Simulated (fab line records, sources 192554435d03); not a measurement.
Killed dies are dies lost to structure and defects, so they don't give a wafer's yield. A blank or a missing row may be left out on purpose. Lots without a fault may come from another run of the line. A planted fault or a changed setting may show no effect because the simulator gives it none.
Split-lot experiment | flow n5_finfet | 7 lots, 39 wafers read, on a route of 1938 steps

THE SPLIT
At N5_HKMG_FIN_ETCH_32 (etches SOC in N2/H2, target depth 240 nm, time 300 s), the setting target_depth_a was moved away from the recipe's 2400 angstrom on 9 of the 39 wafers read, by -11.5% to +8.2%. The other wafers ran this setting at the recipe's value.

The reading is taken at the split's own step.

THE READING
SiARC_of_HKMG_FIN_COAT_30.thk_nm (the simulator's own value, which no gauge read), in nm, at N5_HKMG_FIN_ETCH_32 (etches SOC in N2/H2, target depth 240 nm, time 300 s). The file gives no usual value for it. The 30 wafers here that ran the recipe average 21.3 nm, standard deviation 0.27 nm.

wafer  | tool, chamber at the split | target_depth_a as run, angstrom | against the recipe | SiARC_of_HKMG_FIN_COAT_30.thk_nm, nm | against lot-mates on the recipe
L076.1 | rie_diel-01, 3             | 2125                            | -11.5%             | 23                                   | +1.7
L076.2 | rie_diel-01, 1             | 2400                            | recipe             | 20.8                                 | -
L076.3 | rie_diel-01, 2             | 2125                            | -11.5%             | 23                                   | +1.7
L076.4 | rie_diel-01, 0             | 2400                            | recipe             | 21.8                                 | -
L076.5 | rie_diel-01, 3             | 2400                            | recipe             | 21.4                                 | -
L076.6 | rie_diel-01, 2             | 2125                            | -11.5%             | 23.2                                 | +1.9
L079.1 | rie_diel-02, 1             | 2400                            | recipe             | 21                                   | -
L079.2 | rie_diel-02, 3             | 2400                            | recipe             | 21.2                                 | -
L079.3 | rie_diel-02, 2             | 2400                            | recipe             | 21.2                                 | -
L079.4 | rie_diel-02, 3             | 2400                            | recipe             | 21.4                                 | -
L079.5 | rie_diel-02, 2             | 2400                            | recipe             | 21                                   | -
L079.6 | rie_diel-02, 1             | 2400                            | recipe             | 20.8                                 | -
L080.1 | rie_diel-04, 3             | 2597                            | +8.2%              | 19.2                                 | -2.0
L080.2 | rie_diel-04, 0             | 2597                            | +8.2%              | 20                                   | -1.2
L080.3 | rie_diel-04, 2             | 2400                            | recipe             | 21.4                                 | -
L080.4 | rie_diel-04, 1             | 2400                            | recipe             | 20.8                                 | -
L080.5 | rie_diel-04, 2             | 2400                            | recipe             | 21.4                                 | -
L080.6 | rie_diel-04, 3             | 2597                            | +8.2%              | 19.2                                 | -2.0
L084.1 | rie_diel-02, 3             | 2400                            | recipe             | 21.4                                 | -
L084.2 | rie_diel-02, 1             | 2400                            | recipe             | 21                                   | -
L084.3 | rie_diel-02, 2             | 2400                            | recipe             | 21.4                                 | -
L084.4 | rie_diel-02, 0             | 2400                            | recipe             | 21.6                                 | -
L084.5 | rie_diel-02, 0             | 2400                            | recipe             | 21.6                                 | -
L084.6 | rie_diel-02, 1             | 2400                            | recipe             | 21                                   | -
L085.1 | rie_diel-02, 0             | 2304                            | -4.0%              | 22.2                                 | +0.9
L085.2 | rie_diel-02, 1             | 2400                            | recipe             | 21.2                                 | -
L085.3 | rie_diel-02, 3             | 2400                            | recipe             | 21.2                                 | -
L085.4 | rie_diel-02, 2             | 2304                            | -4.0%              | 21.8                                 | +0.5
L085.5 | rie_diel-02, 2             | 2400                            | recipe             | 21.6                                 | -
L085.6 | rie_diel-02, 1             | 2304                            | -4.0%              | 21.8                                 | +0.5
L088.1 | rie_diel-02, 0             | 2400                            | recipe             | 21.8                                 | -
L088.2 | rie_diel-02, 2             | 2400                            | recipe             | 21.4                                 | -
L088.3 | rie_diel-02, 3             | 2400                            | recipe             | 21.4                                 | -
L088.4 | rie_diel-02, 1             | 2400                            | recipe             | 21.2                                 | -
L088.5 | rie_diel-02, 2             | 2400                            | recipe             | 21.2                                 | -
L088.6 | rie_diel-02, 1             | 2400                            | recipe             | 21.2                                 | -
L091.1 | rie_diel-01, 3             | 2400                            | recipe             | 21.2                                 | -
L091.2 | rie_diel-01, 1             | 2400                            | recipe             | 21                                   | -
L091.4 | rie_diel-01, 2             | 2400                            | recipe             | 21.6                                 | -

THE FIT
A straight line over all 39 wafers: SiARC_of_HKMG_FIN_COAT_30.thk_nm changes by -0.179 nm for each +1% of target_depth_a; r = -0.93; the points scatter about the line by 0.29 nm.
The same after taking each lot's own level away (the mean of its wafers on the recipe; 39 wafers): -0.172 nm for each +1%; r = -0.93; scatter 0.28 nm.
On that fit, the largest move of target_depth_a shifts the reading by 2 nm.
The lots' own levels span 21.10 to 21.37 nm, that is 1.0 times the standard deviation above.
So the lot-to-lot level changes the slope little: the two slopes agree.
Check: with one of the wafers moved furthest among these (-11.5%) left out of the fit, the line predicts +1.99 nm for it against its lot-mates. It came out at +1.67 nm against them.

OTHER SPLITS ON THESE WAFERS
These wafers also went through other splits before the reading. Each is held against what the fit with the lots' levels taken away leaves over:
other split on the same wafers | wafers away from the commonest value | r with SiARC_of_HKMG_FIN_COAT_30.thk_nm (lot level and that fit taken away)
N5_DUMMY_GATE_ETCH_37 source_w | 18                                   | -0.05
N5_HKMG_FIN_CVD_62 temp_c      | 18                                   | +0.01

THE WHOLE CHAIN: every reading that the file lists as answering this split, in the file's order
step                | what it does                                         | reading                                                                           | change (the file's fit)              | r (the file's)
N5_HKMG_FIN_ETCH_32 | etches SOC in N2/H2, target depth 240 nm, time 300 s | etch.depth_nm (the simulator's own value, which no gauge read)                    | +2.84 nm for each +1% of the setting | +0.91
N5_HKMG_FIN_ETCH_32 | etches SOC in N2/H2, target depth 240 nm, time 300 s | HKMG_FIN.feature_depth_nm (the simulator's own value, which no gauge read)        | +2.84 nm for each +1% of the setting | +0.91
N5_HKMG_FIN_ETCH_32 | etches SOC in N2/H2, target depth 240 nm, time 300 s | SiARC_of_HKMG_FIN_COAT_30.thk_nm (the simulator's own value, which no gauge read) | -0.17 nm for each +1% of the setting | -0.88

THE FILE'S OWN FIT
SiARC_of_HKMG_FIN_COAT_30.thk_nm changes by -0.17 nm for each +1% of target_depth_a, r = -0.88.
